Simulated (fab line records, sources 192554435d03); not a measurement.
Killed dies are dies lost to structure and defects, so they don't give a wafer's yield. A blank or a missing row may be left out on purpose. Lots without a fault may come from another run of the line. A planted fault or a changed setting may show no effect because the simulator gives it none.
fab line records | flow n5_finfet
record lots=6 wafers=18 last_day=17
route steps=1938 shown MOL_CONTACT_COAG@606 BEOL_M4@1111 PASSIVATION@1936
lots that met no fault: from a run of the same line without faults
start_h: hours from the record's first day to the start of the lot's first wafer shown | wait_h: hours since the lot's step before | " the same as in the row above | L1.1+2: a row that stands for several wafers | - no value, or no start given | * or withheld: withheld | < > ~ a bound
route shown NAME@n: a module of which the file shows steps, and the number in the route of the first | usual: mean/standard deviation of fault-free wafers | same: alike in all rows | chamber/n: place in a boat | sites: the reading at each site | _std_site: their standard deviation | _edge_site: outer sites' mean less inner sites' | radius_mm: how far each site lies from the wafer's centre | mask NAME#n: copy n | behind: the tool/chamber that last shaped the wafer | hold: why the lot was held/for how many hours/how that ended | device: the transistor (n, p or np) that didn't switch | end of line: the same wafers' tests at the end of the route | a step without rows: its recipe alone | killed: dies lost to structure and defects at the first sort, not the wafer's yield | map: a wafer's dies, x killed, . not, _ none there
set.NAME: the setting as run; set.NAME@STEP: as run at that earlier step | model.NAME: the simulator's own value behind a step, which no gauge read
lots at some steps of the route; a table a step, a row a wafer
services: from which hour (start_h, from the record's first day; less than 0 if before it) a tool's chamber was out of use, for how many hours, and why
## steps
# step N5_MOL_CONTACT_COAG_ETCH_65
# recipe chemistry=N2/H2 target=underlayer target_depth_a=130 mask_material=CAR-EUV time_s=10.4 ion_energy_ev=200 pressure_mtorr=30 source_w=840 bias_w=150 n2_flow_sccm=200 h2_flow_sccm=200 ends=cleared
# usual bias_w=149.9/0.46 drypump_motor_current_A=5.6/0.51 etch_rf_on_time_s=10.44/0.26 oes_product_au=0.69/0.088 rf_vpp_V=523.3/2.5 showerhead_plenum_p_Torr=2.52/0.088 throttle_valve_pct=17.83/0.22
# columns lot.wafer tool chamber start_h wait_h bias_w drypump_motor_current_A etch_rf_on_time_s oes_product_au rf_hours_counter_h rf_vpp_V showerhead_plenum_p_Torr throttle_valve_pct
L368.1 rie_diel-06 0 99.56 0.0 149.8 5.5 10.48 0.59 233 517.9 2.41 18.21
L368.4 " 1 " " 149.5 4.9 10.41 0.72 88 525.1 2.57 17.54
L368.6 " 3 " " 149.6 5.3 10.21 0.59 - 523.7 2.51 17.79
L371.1 rie_diel-01 2 118.56 0.0 149.9 5.1 10.27 0.59 228 523.6 2.51 17.86
L371.3 " 1 " " 149.6 6.7 10.48 0.59 238 522.9 2.50 18.26
L371.4 " 0 " " 150.1 6.0 10.86 0.68 94 524.2 2.56 17.73
L375.2 rie_diel-02 0 145.04 0.0 150.2 5.6 10.26 0.64 172 521.7 2.43 18.00
L375.3 " 1 " " 150.0 5.4 10.92 0.57 - 521.0 2.39 17.84
L375.5 " 0 " " 149.8 5.6 10.42 0.63 - 520.5 2.43 18.01
L380.2 rie_diel-01 3 177.44 0.0 149.8 6.1 10.09 0.79 17 523.2 2.50 17.76
L380.3 " 0 " " 149.2 6.0 10.87 0.65 124 524.0 2.54 17.78
L380.4 " 0 " " 149.2 6.0 10.88 0.65 - 525.7 2.54 17.77
L383.3 rie_diel-06 0 193.42 0.0 150.1 5.5 10.28 0.82 10 529.1 2.72 17.76
L383.4 " 2 " " 150.2 5.5 10.39 0.72 65 525.4 2.58 18.05
L383.6 " 1 " " 149.7 4.9 10.42 0.68 - 524.1 2.55 17.59
L389.1 rie_diel-02 0 229.01 0.0 149.7 5.6 10.53 0.61 204 520.6 2.42 18.06
L389.5 " 3 " " 150.5 6.6 10.55 0.58 - 519.4 2.43 17.89
L389.6 " 0 " " 149.5 5.6 10.69 0.60 - 518.5 2.42 18.07
# step N5_MOL_CONTACT_COAG_ETCH_66
# recipe chemistry=CF4 target=SiARC target_depth_a=130 mask_material=CAR-EUV time_s=21.7 ion_energy_ev=80 pressure_mtorr=40 source_w=545 bias_w=36 Ar_flow_sccm=100 cf4_flow_sccm=100 ends=cleared
# step N5_MOL_CONTACT_COAG_ALD_133
# recipe material=SiO2 target_thk_a=50 temp_c=100 ald_precursor_family=BDEAS ald_co_reactant=O2-plasma pulse_time_s=1 co_reactant_pulse_time_s=1 purge_time_s=2 co_reactant_purge_time_s=2 ald_cycles=35 pressure_torr=2
# usual heater_power_w=76/3.1 precursor_pulse_height_rel=1.002/0.02
# columns lot.wafer tool chamber start_h wait_h heater_power_w precursor_pulse_height_rel
L368.1 ald_sin-04 3 99.71 0.1 79 0.994
L368.4 " 2 " " 75 1.012
L368.6 " 3 " " 75 0.960
L371.1 ald_sin-01 0 118.66 0.1 79 0.981
L371.3 " 3 " " 70 0.998
L371.4 " 1 " " 69 0.986
L375.2 ald_sin-04 1 145.18 0.1 77 1.001
L375.3 " 3 " " 78 0.983
L375.5 " 2 " " 73 1.043
L380.2 ald_sin-03 3 177.59 0.1 74 1.007
L380.3 " 2 " " 79 1.007
L380.4 " 0 " " 78 1.047
L383.3 ald_sin-04 0 193.56 0.1 75 1.006
L383.4 " 2 " " 76 1.025
L383.6 " 2 " " 76 1.017
L389.1 ald_sin-04 1 229.11 0.1 74 0.990
L389.5 " 3 " " 75 1.014
L389.6 " 2 " " 76 0.981
# step N5_MOL_CONTACT_COAG_ETCHBACK_134
# recipe chemistry=CHF3 target=SiO2 target_depth_a=100 time_s=6.7 ion_energy_ev=200 pressure_mtorr=30 source_w=610 bias_w=170 Ar_flow_sccm=200 CHF3_flow_sccm=50
# step N5_MOL_CONTACT_COAG_ETCH_67
# recipe chemistry=N2/H2 target=SOC target_depth_a=600 overetch_a=210 mask_material=SiARC temp_c=40 time_s=101.2 ion_energy_ev=200 pressure_mtorr=30 source_w=840 bias_w=150 n2_flow_sccm=200 h2_flow_sccm=200
# usual bias_w=150.0/0.5 drypump_motor_current_A=5.6/0.51 oes_product_au=0.67/0.08 rf_vpp_V=523.3/2.6 showerhead_plenum_p_Torr=2.52/0.091 throttle_valve_pct=17.80/0.21
# columns lot.wafer tool chamber start_h wait_h bias_w drypump_motor_current_A oes_product_au rf_hours_counter_h rf_vpp_V showerhead_plenum_p_Torr throttle_valve_pct
L368.1 rie_diel-06 1 100.07 0.0 149.9 4.9 0.70 88 524.4 2.56 17.53
L368.4 " 0 " " 150.7 5.5 0.59 233 522.4 2.41 18.18
L368.6 " 3 " " 150.2 5.3 0.58 - 523.0 2.51 17.76
L371.1 rie_diel-06 0 118.91 0.0 150.6 5.6 0.59 243 519.3 2.41 18.20
L371.3 " 1 " " 150.7 4.9 0.68 97 523.6 2.56 17.52
L371.4 " 2 " " 150.1 5.5 0.73 - 525.8 2.59 17.97
L375.2 rie_diel-06 3 145.39 0.0 150.5 5.2 0.80 5 521.8 2.50 17.41
L375.3 " 1 " " 150.8 5.0 0.68 111 523.1 2.55 17.56
L375.5 " 2 " " 150.1 5.5 0.72 - 523.5 2.59 17.99
L380.2 rie_diel-01 3 177.80 0.0 150.6 6.1 0.76 17 523.8 2.50 17.72
L380.3 " 0 " " 149.8 6.0 0.66 124 525.0 2.54 17.75
L380.4 " 3 " " 150.5 6.1 0.76 - 522.4 2.50 17.72
L383.3 rie_diel-02 2 194.02 0.0 149.9 5.4 0.80 12 528.0 2.72 17.72
L383.4 " 0 " " 149.9 5.6 0.60 192 520.5 2.42 18.02
L383.6 " 1 " " 149.9 5.4 0.56 - 519.4 2.38 17.84
L389.1 rie_diel-06 1 229.34 0.0 150.5 4.9 0.66 138 524.5 2.54 17.60
L389.5 " 2 " " 149.6 5.5 0.69 - 524.4 2.58 18.02
L389.6 " 3 " " 148.7 5.3 0.73 - 522.0 2.49 17.44
# step N5_MOL_CONTACT_COAG_STRIP_68
# recipe chemistry=N2/H2 temp_c=40 n2_flow_sccm=200 h2_flow_sccm=200 rf_frequency_hz=6e+07
# step N5_MOL_CONTACT_COAG_STRIP_69
# recipe chemistry=N2/H2 temp_c=40 n2_flow_sccm=200 h2_flow_sccm=200 rf_frequency_hz=6e+07
# step N5_MOL_CONTACT_COAG_ETCHBACK_136
# recipe chemistry=CHF3 target=SiO2 target_depth_a=250 time_s=16.7 ion_energy_ev=200 pressure_mtorr=30 source_w=610 bias_w=170 Ar_flow_sccm=200 CHF3_flow_sccm=50
# usual CHF3_flow_sccm=50.00/0.14 bias_w=170.1/0.49 drypump_motor_current_A=5.6/0.51 oes_f_703_au=0.80/0.1 oes_product_au=0.80/0.1 rf_vpp_V=519/9.4 showerhead_plenum_p_Torr=2.36/0.082 throttle_valve_pct=18.69/0.21
# columns lot.wafer tool chamber start_h wait_h CHF3_flow_sccm bias_w drypump_motor_current_A oes_f_703_au oes_product_au rf_hours_counter_h rf_vpp_V showerhead_plenum_p_Torr throttle_valve_pct
L368.1 rie_diel-06 1 100.16 0.0 49.90 170.4 4.9 0.82 0.83 88 536 2.41 18.43
L368.4 " 0 " " 50.08 171.1 5.6 0.73 0.70 233 497 2.25 18.95
L368.6 " 3 " " 50.04 170.4 5.3 0.72 0.68 - 519 2.34 18.60
L371.1 rie_diel-06 0 119.00 0.0 50.10 171.0 5.6 0.72 0.70 243 496 2.25 18.96
L371.3 " 1 " " 49.89 170.0 4.9 0.80 0.83 97 535 2.41 18.49
L371.4 " 2 " " 49.94 170.2 5.5 0.89 0.89 - 523 2.41 18.87
L375.2 rie_diel-06 3 145.48 0.0 49.91 169.6 5.3 0.99 0.97 5 517 2.34 18.26
L375.3 " 1 " " 50.06 170.0 4.9 0.79 0.82 111 534 2.40 18.51
L375.5 " 2 " " 50.18 170.0 5.5 0.86 0.88 - 521 2.40 18.88
L380.2 rie_diel-01 3 177.89 0.0 49.95 171.0 6.1 0.92 0.92 17 518 2.35 18.75
L380.3 " 0 " " 50.55 171.2 5.9 0.76 0.77 124 512 2.40 18.77
L380.4 " 3 " " 50.05 170.1 6.1 0.91 0.93 - 517 2.35 18.76
L383.3 rie_diel-02 2 194.11 0.0 50.18 169.9 5.4 0.94 0.94 12 528 2.54 18.61
L383.4 " 0 " " 49.88 169.8 5.6 0.74 0.72 192 508 2.25 18.75
L383.6 " 1 " " 49.94 170.3 5.4 0.65 0.67 - 521 2.26 18.88
L389.1 rie_diel-06 1 229.43 0.0 49.97 170.7 4.9 0.77 0.78 139 535 2.39 18.53
L389.5 " 2 " " 50.13 169.5 5.5 0.84 0.83 - 523 2.39 18.92
L389.6 " 3 " " 50.23 170.0 5.3 0.91 0.88 - 516 2.33 18.27
# step N5_MOL_CONTACT_COAG_STRIP_120
# recipe chemistry=CHF3 resist=SiARC rf_frequency_hz=6e+07
# step N5_MOL_CONTACT_COAG_VIA_ETCH_117
# recipe chemistry=C4F6/O2 target_depth_a=400 overetch_a=80 mask_material=SOC target=SiO2 bias_w=455 pressure_mtorr=10 time_s=26 source_w=325 Ar_flow_sccm=300 C4F6_flow_sccm=10 O2_flow_sccm=10 ion_energy_ev=575.3 ends=end_point
# step N5_MOL_CONTACT_COAG_ETCH_124
# recipe chemistry=CH3F/O2 target=SiNx target_depth_a=65 mask_material=SOC stop_on=SiOC over_etch_frac=0.3 ion_energy_ev=120 pressure_mtorr=30 source_w=395 bias_w=73 Ar_flow_sccm=150 CH3F_flow_sccm=30 O2_flow_sccm=20 ends=end_point
# usual bias_w=72.96/0.21 drypump_motor_current_A=5.6/0.51 oes_f_703_au=0.80/0.1 oes_product_au=0.69/0.081 rf_vpp_V=294/5.3 showerhead_plenum_p_Torr=1.98/0.071 throttle_valve_pct=16.29/0.21
# columns lot.wafer tool chamber start_h wait_h bias_w drypump_motor_current_A oes_f_703_au oes_product_au rf_hours_counter_h rf_vpp_V showerhead_plenum_p_Torr throttle_valve_pct
L368.1 rie_diel-06 1 100.22 0.0 72.72 4.9 0.81 0.72 88 304 2.03 16.06
L368.4 " 0 " " 72.86 5.5 0.74 0.61 233 282 1.89 16.55
L368.6 " 3 " " 72.95 5.3 0.72 0.59 - 294 1.97 16.25
L371.1 rie_diel-06 0 119.06 0.0 72.85 5.5 0.72 0.61 243 281 1.88 16.55
L371.3 " 1 " " 73.05 4.9 0.81 0.71 97 304 2.03 16.09
L371.4 " 2 " " 73.08 5.5 0.88 0.75 - 296 2.02 16.45
L375.2 rie_diel-06 3 145.54 0.0 72.92 5.3 0.98 0.80 5 295 1.97 15.86
L375.3 " 1 " " 72.79 4.9 0.79 0.70 111 303 2.02 16.12
L375.5 " 2 " " 73.19 5.5 0.87 0.74 - 297 2.02 16.46
L380.2 rie_diel-01 3 177.95 0.0 72.70 6.1 0.92 0.76 17 294 1.98 16.30
L380.3 " 0 " " 73.22 6.0 0.77 0.67 124 291 2.02 16.34
L380.4 " 3 " " 72.86 6.1 0.92 0.77 - 293 1.97 16.33
L383.3 rie_diel-02 2 194.17 0.0 73.23 5.4 0.93 0.81 12 300 2.13 16.16
L383.4 " 0 " " 73.08 5.6 0.74 0.62 192 287 1.89 16.36
L383.6 " 1 " " 73.02 5.4 0.65 0.58 - 295 1.90 16.50
L389.1 rie_diel-06 1 229.49 0.0 72.79 4.9 0.77 0.67 139 303 2.01 16.16
L389.5 " 2 " " 73.03 5.5 0.83 0.71 - 296 2.01 16.50
L389.6 " 3 " " 72.96 5.3 0.92 0.74 - 295 1.96 15.91
# step N5_MOL_CONTACT_COAG_ETCH_48
# recipe chemistry=C4F6/O2 target_depth_a=150 overetch_a=45 mask_material=SOC target=SiOC bias_w=465 pressure_mtorr=10 time_s=17 source_w=335 Ar_flow_sccm=300 C4F6_flow_sccm=10 O2_flow_sccm=10 ion_energy_ev=576
# step N5_MOL_CONTACT_COAG_STRIP_72
# recipe chemistry=N2/H2 power_w=450 temp_c=40 pressure_mtorr=20 rf_frequency_hz=6e+07 overash_fraction=3 bias_power_w=7 h2_frac=0.5 n2_flow_sccm=200 h2_flow_sccm=200
# usual drypump_motor_current_A=5.6/0.51 oes_product_au=0.80/0.1 power_w=449.8/1.4 rf_vpp_V=59.1/2 showerhead_plenum_p_Torr=2.52/0.091 throttle_valve_pct=23.63/0.2
# columns lot.wafer tool chamber start_h wait_h drypump_motor_current_A oes_product_au power_w rf_hours_counter_h rf_vpp_V showerhead_plenum_p_Torr throttle_valve_pct
L368.1 rie_diel-06 1 100.32 0.0 4.9 0.84 448.5 88 60.5 2.56 23.35
L368.4 " 0 " " 5.6 0.70 450.3 233 55.4 2.40 24.12
L368.6 " 3 " " 5.3 0.67 452.2 - 59.1 2.50 23.45
L371.1 rie_diel-06 0 119.16 0.0 5.6 0.70 421.9 243 56.2 2.40 24.10
L371.3 " 1 " " 4.9 0.85 423.6 97 58.6 2.56 23.37
L371.4 " 2 " " 5.5 0.90 422.6 - 58.3 2.59 23.70
L375.2 rie_diel-06 3 145.64 0.0 5.2 0.96 423.0 5 58.3 2.50 23.32
L375.3 " 1 " " 4.9 0.82 422.2 111 62.3 2.55 23.43
L375.5 " 2 " " 5.5 0.87 422.4 - 62.2 2.58 23.67
L380.2 rie_diel-01 3 178.05 0.0 6.1 0.91 449.1 17 60.0 2.49 23.48
L380.3 " 0 " " 6.0 0.77 448.1 124 62.8 2.54 23.56
L380.4 " 3 " " 6.1 0.92 450.8 - 60.5 2.49 23.50
L383.3 rie_diel-02 2 194.27 0.0 5.4 0.94 451.4 12 59.3 2.72 23.53
L383.4 " 0 " " 5.5 0.71 448.7 192 60.5 2.42 23.87
L383.6 " 1 " " 5.4 0.66 448.4 - 62.6 2.38 23.60
L389.1 rie_diel-06 1 229.58 0.0 4.9 0.80 448.7 139 58.8 2.54 23.44
L389.5 " 2 " " 5.5 0.85 447.2 - 61.6 2.57 23.74
L389.6 " 3 " " 5.3 0.89 449.5 - 58.0 2.48 23.35
# step N5_MOL_CONTACT_COAG_STRIP_49
# recipe chemistry=N2/H2 time_s=30 power_w=1000 temp_c=250 pressure_mtorr=withheld n2_flow_sccm=1750 h2_flow_sccm=3250
# step N5_BEOL_M4_RC_MEAS_101
# usual DIBL_N=36.2/1.6 DIBL_P=36.1/2 IOFF_N=0.16/0.032 IOFF_P=0.22/0.036 ION_N=672/11 ION_P=463/7.5 SS_N=71.4/0.58 SS_P=73.2/0.67 VT_N=250/3.3 VT_P=-250/3.3
# columns lot.wafer tool chamber start_h wait_h DIBL_N[mV/V] DIBL_P[mV/V] IOFF_N[nA/um] IOFF_P[nA/um] ION_N[uA/um] ION_P[uA/um] SS_N[mV/dec] SS_P[mV/dec] VT_N[mV] VT_P[mV]
L368.1 prober-02 0 172.82 0.0 37.3 39.4 0.17 0.19 680 459 71.3 73.7 249 -252
L368.4 " 0 " " 37.8 39.4 0.17 0.19 680 452 71.4 73.7 251 -253
L368.6 " 0 " " 36.9 37.5 0.14 0.17 659 448 71.0 73.1 254 -257
L371.1 prober-02 0 181.49 0.0 36.2 35.0 0.15 0.20 673 464 71.3 73.4 252 -251
L371.3 " 0 " " 36.9 36.1 0.16 0.22 677 462 71.9 73.9 249 -247
L371.4 " 0 " " 38.1 36.8 0.17 0.24 673 457 72.3 73.9 250 -248
L375.2 prober-02 0 213.60 0.2 34.2 35.1 0.14 0.18 670 456 70.9 73.0 251 -256
L375.3 " 0 " " 35.7 36.1 0.17 0.19 671 453 71.5 73.5 248 -253
L375.5 " 0 " " 34.4 34.1 0.13 0.17 661 449 71.0 73.1 253 -258
L380.2 prober-02 0 247.13 0.2 34.8 35.3 0.16 0.23 689 477 70.9 72.6 246 -245
L380.3 " 0 " " 37.3 37.4 0.20 0.27 690 472 71.5 74.3 248 -245
L380.4 " 0 " " 38.0 37.1 0.20 0.25 686 471 71.9 73.0 246 -246
L383.3 prober-02 0 270.54 0.3 38.1 39.2 0.21 0.26 676 460 71.8 74.0 244 -247
L383.4 " 0 " " 38.1 38.5 0.19 0.26 684 460 72.0 73.7 248 -246
L383.6 " 0 " " 38.0 38.3 0.22 0.26 690 469 71.6 74.0 242 -244
L389.1 prober-02 0 294.82 0.0 34.8 34.8 0.14 0.20 667 461 70.8 72.5 252 -248
L389.5 " 0 " " 36.3 34.7 0.16 0.19 667 459 72.1 73.4 253 -250
L389.6 " 0 " " 35.2 34.6 0.13 0.19 668 463 71.0 73.1 254 -248
# step N5_PASSIVATION_PROBE_49
# usual defect_limited_yield=91.4/1.3 killed_at_M0_to_M3=34/10 killed_at_M4_up=14/5.6 killed_at_contacts=13/5.9 killed_at_front_end=37/9.9 killed_at_other=3.5/2.8 killed_dies=101/15 killed_on_rim=13/3.9 killed_open=67/12 killed_short=32/6.6 sort_bin_5_function=5.0/0.81 sort_bin_6_memory=3.2/0.66 sort_n_pass=1079/15 sort_yield_pct=91.4/1.3
# same gross_dies=1180 killed_at_back_side=0 sort_bin_4_leakage[%]=0 sort_bin_8_speed[%]=0
# columns lot.wafer tool chamber start_h wait_h defect_limited_yield[%] killed_at_M0_to_M3 killed_at_M4_up killed_at_contacts killed_at_front_end killed_at_other killed_dies killed_on_rim killed_open killed_short sort_bin_5_function[%] sort_bin_6_memory[%] sort_n_pass sort_yield_pct[%]
L371.1 prober-02 - 288.42 0.0 90.2 43 27 15 25 6 116 15 85 31 6.0 3.6 1064 90.2
L371.3 prober-02 - 288.52 0.1 91.9 31 16 9 36 3 95 15 71 24 4.3 3.4 1085 91.9
L371.4 prober-02 - 288.57 0.2 92.4 22 23 4 40 1 90 9 63 27 4.5 2.8 1090 92.4
L368.1 prober-01 - 289.87 0.0 91.5 24 11 15 50 0 100 11 67 30 4.6 3.6 1080 91.5
L368.4 prober-01 - 290.02 0.2 90.5 22 16 11 56 7 112 18 69 40 4.9 3.8 1068 90.5
L368.6 prober-01 - 290.12 0.3 89.2 27 23 16 61 0 127 10 86 41 5.8 4.4 1053 89.2
L375.2 prober-01 - 316.69 0.1 92.0 24 11 12 46 1 94 11 65 28 4.7 3.1 1086 92.0
L375.3 prober-01 - 316.74 0.1 93.1 27 16 10 28 0 81 15 59 22 4.6 1.9 1099 93.1
L375.5 prober-01 - 316.84 0.2 91.4 42 22 16 21 0 101 10 69 32 5.2 3.3 1079 91.4
L380.2 prober-01 - 352.92 0.1 93.2 13 11 16 38 2 80 11 63 16 3.6 3.0 1100 93.2
L380.3 prober-01 - 352.97 0.1 93.3 25 19 4 28 3 79 8 58 19 4.5 1.9 1101 93.3
L380.4 prober-01 - 353.02 0.2 92.5 20 16 10 38 5 89 10 60 26 5.0 2.3 1091 92.5
L383.3 prober-01 - 372.03 0.1 90.6 41 14 16 34 6 111 11 65 44 5.3 3.8 1069 90.6
L383.4 prober-01 - 372.08 0.2 91.6 22 9 15 53 0 99 15 70 29 5.0 3.2 1081 91.6
L383.6 prober-01 - 372.18 0.3 91.9 40 4 6 44 1 95 8 58 37 5.2 2.5 1085 91.9
L389.1 prober-01 - 397.27 0.0 88.7 54 14 16 42 7 133 14 101 32 6.0 4.7 1047 88.7
L389.5 prober-01 - 397.47 0.2 91.3 32 10 13 46 2 103 12 66 37 4.8 3.6 1077 91.3
L389.6 prober-01 - 397.52 0.3 92.1 41 16 14 19 3 93 13 67 25 4.8 2.8 1087 92.1
# killed by level:class
L371.1 BEOL_M2:geometric_particle:open=16 BEOL_M4:geometric_particle:open=16 MOL_CONTACT_COAG:geometric_particle:open=11 FIN_SAQP:geometric_particle:short=6 BEOL_M0_SAQP:geometric_particle:open=6 BEOL_M0:geometric_particle:open=6 DUMMY_GATE:geometric_particle:open=5 BEOL_M0_SAQP:geometric_particle:short=5
L371.3 DUMMY_GATE:geometric_particle:open=9 BEOL_M3:geometric_particle:open=8 BEOL_M4:geometric_particle:open=8 BEOL_M0_SAQP:geometric_particle:open=7 GATE_CUT:geometric_particle:short=6 MOL_CONTACT_COAG:geometric_particle:open=6 STI_FIN_REVEAL:geometric_particle:open=5 BEOL_M2:geometric_particle:open=4
L371.4 STI_FIN_REVEAL:geometric_particle:open=11 BEOL_M4:geometric_particle:open=7 FIN_SAQP:geometric_particle:open=6 BEOL_M0_SAQP:geometric_particle:open=5 ILD0:geometric_particle:short=4 GATE_CUT:geometric_particle:open=4 BEOL_M2:geometric_particle:open=4 DUMMY_GATE:geometric_particle:open=3
L368.1 MOL_CONTACT_COAG:geometric_particle:open=13 DUMMY_GATE:geometric_particle:open=10 FIN_SAQP:geometric_particle:open=9 FIN_SAQP:geometric_particle:short=7 BEOL_M0_SAQP:geometric_particle:short=7 BEOL_M0_SAQP:geometric_particle:open=7 BEOL_M4:geometric_particle:open=7 STI_FIN_REVEAL:geometric_particle:open=5
L368.4 FIN_SAQP:geometric_particle:open=14 MOL_CONTACT_COAG:geometric_particle:open=10 FIN_SAQP:geometric_particle:short=9 DUMMY_GATE:geometric_particle:open=8 BEOL_M4:geometric_particle:open=8 BEOL_M0_SAQP:geometric_particle:short=7 STI_FIN_REVEAL:geometric_particle:open=6 BEOL_M0_SAQP:geometric_particle:open=6
L368.6 STI_FIN_REVEAL:geometric_particle:open=16 FIN_SAQP:geometric_particle:open=13 MOL_CONTACT_COAG:geometric_particle:open=13 BEOL_M4:geometric_particle:open=12 FIN_SAQP:geometric_particle:short=10 DUMMY_GATE:geometric_particle:open=8 GATE_CUT:geometric_particle:short=5 BEOL_M0_SAQP:geometric_particle:short=5
L375.2 STI_FIN_REVEAL:geometric_particle:open=18 MOL_CONTACT_COAG:geometric_particle:open=10 DUMMY_GATE:geometric_particle:open=6 BEOL_M1:geometric_particle:open=6 BEOL_M0_SAQP:geometric_particle:short=5 BEOL_M4:geometric_particle:open=5 STI_FIN_REVEAL:geometric_particle:short=4 BEOL_M0_SAQP:geometric_particle:open=4
L375.3 BEOL_M4:geometric_particle:open=12 BEOL_M1:geometric_particle:open=11 MOL_CONTACT_COAG:geometric_particle:open=8 BEOL_M1:geometric_particle:short=5 FIN_SAQP:geometric_particle:open=4 FIN_SAQP:geometric_particle:short=4 GATE_CUT:geometric_particle:open=4 BEOL_M2:geometric_particle:open=4
L375.5 BEOL_M4:geometric_particle:open=18 MOL_CONTACT_COAG:geometric_particle:open=10 BEOL_M1:geometric_particle:open=10 BEOL_M0_SAQP:geometric_particle:short=7 BEOL_M1:geometric_particle:short=7 MOL_CONTACT_COAG:geometric_particle:short=6 BEOL_M2:geometric_particle:open=6 GATE_CUT:geometric_particle:short=5
L380.2 MOL_CONTACT_COAG:geometric_particle:open=16 STI_FIN_REVEAL:geometric_particle:open=16 BEOL_M4:geometric_particle:open=7 FIN_SAQP:geometric_particle:short=5 FIN_SAQP:geometric_particle:open=5 STI_FIN_REVEAL:geometric_particle:short=4 BEOL_M3:geometric_particle:open=4 DUMMY_GATE:geometric_particle:open=2
L380.3 BEOL_M0_SAQP:geometric_particle:open=13 BEOL_M5:geometric_particle:open=11 FIN_SAQP:geometric_particle:open=7 FIN_SAQP:geometric_particle:short=6 STI_FIN_REVEAL:geometric_particle:open=5 MOL_CONTACT_COAG:geometric_particle:open=4 BEOL_M0_SAQP:geometric_particle:short=4 BEOL_M0:geometric_particle:open=4
L380.4 FIN_SAQP:geometric_particle:open=15 MOL_CONTACT_COAG:geometric_particle:open=8 FIN_SAQP:geometric_particle:short=7 BEOL_M5:geometric_particle:open=6 BEOL_M3:geometric_particle:open=5 BEOL_M4:geometric_particle:open=5 BEOL_M1:geometric_particle:open=3 BEOL_M2:geometric_particle:open=3
L383.3 MOL_CONTACT_COAG:geometric_particle:open=14 BEOL_M0_SAQP:geometric_particle:short=11 BEOL_M0_SAQP:geometric_particle:open=8 BEOL_M3:geometric_particle:open=8 STI_FIN_REVEAL:geometric_particle:open=7 ILD0:geometric_particle:short=7 FIN_SAQP:geometric_particle:short=5 FIN_SAQP:geometric_particle:open=5
L383.4 STI_FIN_REVEAL:geometric_particle:open=13 MOL_CONTACT_COAG:geometric_particle:open=12 FIN_SAQP:geometric_particle:open=11 GATE_CUT:geometric_particle:open=6 BEOL_M1:geometric_particle:open=5 ILD0:geometric_particle:open=4 DUMMY_GATE:geometric_particle:open=4 ILD0:geometric_particle:short=4
L383.6 BEOL_M0_SAQP:geometric_particle:short=12 STI_FIN_REVEAL:geometric_particle:open=12 FIN_SAQP:geometric_particle:short=8 BEOL_M3:geometric_particle:open=7 BEOL_M0_SAQP:geometric_particle:open=7 FIN_SAQP:geometric_particle:open=4 GATE_CUT:geometric_particle:short=4 MOL_CONTACT_COAG:geometric_particle:open=4
L389.1 MOL_CONTACT_COAG:geometric_particle:open=14 BEOL_M0_SAQP:geometric_particle:short=14 BEOL_M0_SAQP:geometric_particle:open=13 BEOL_M2:geometric_particle:open=13 DUMMY_GATE:geometric_particle:open=10 BEOL_M4:geometric_particle:open=10 STI_FIN_REVEAL:geometric_particle:open=9 BEOL_M3:geometric_particle:open=9
L389.5 STI_FIN_REVEAL:geometric_particle:open=11 MOL_CONTACT_COAG:geometric_particle:open=10 BEOL_M0_SAQP:geometric_particle:short=8 BEOL_M0_SAQP:geometric_particle:open=7 FIN_SAQP:geometric_particle:open=6 GATE_CUT:geometric_particle:short=6 BEOL_M4:geometric_particle:open=6 BEOL_M2:geometric_particle:open=6
L389.6 MOL_CONTACT_COAG:geometric_particle:open=12 BEOL_M3:geometric_particle:open=12 BEOL_M0_SAQP:geometric_particle:open=11 BEOL_M0_SAQP:geometric_particle:short=8 BEOL_M4:geometric_particle:open=5 STARTING-WAFER:geometric_particle:open=5 FIN_SAQP:geometric_particle:open=3 GATE_CUT:geometric_particle:short=3
## services
# columns tool chamber start_h hours kind
ald_sin-04 - 85.71 14.0 pm
rie_diel-02 - 96.68 28.1 pm
rie_diel-01 - 105.62 2.8 pm
ald_sin-01 - 114.67 2.8 pm
rie_diel-06 3 116.09 - clean
rie_diel-06 3 116.09 - consumable_replace:focus_ring
rie_diel-06 3 116.09 18.1 scheduled_down
rie_diel-06 3 116.09 18.1 vent_cycle
rie_diel-01 3 118.77 - clean
rie_diel-01 3 118.77 - consumable_replace:focus_ring
rie_diel-01 3 118.77 22.9 scheduled_down
ald_sin-04 0 125.72 10.5 repair
rie_diel-02 3 126.12 3.5 repair
rie_diel-06 0 141.86 - clean
rie_diel-06 0 141.86 - consumable_replace:focus_ring
rie_diel-06 0 141.86 - consumable_replace:showerhead
rie_diel-06 0 141.86 17.7 scheduled_down
rie_diel-06 0 141.86 17.7 vent_cycle
rie_diel-02 3 143.67 19.0 repair
ald_sin-01 - 157.02 14.6 pm
ald_sin-01 - 176.75 14.0 pm
ald_sin-01 2 197.06 3.2 repair
rie_diel-02 1 209.60 1.2 repair
rie_diel-06 2 212.80 6.6 repair
## key
first_sign step=N5_MOL_CONTACT_COAG_STRIP_72 reading=power_w direction=down sigmas=19 usual=* struck=*
effect none on later readings
met_at N5_MOL_CONTACT_COAG_STRIP_72
struck_wafers L371.1,L371.3,L371.4,L375.2,L375.3,L375.5
onset_between 100.32 119.16
fault kind=process_parameter_drift tool=rie_diel-06 chamber=- onset_h=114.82 steps=N5_MOL_CONTACT_COAG_STRIP_72 channel=power_w offset=* shape=step end_h=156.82 acts_in=* stated=*
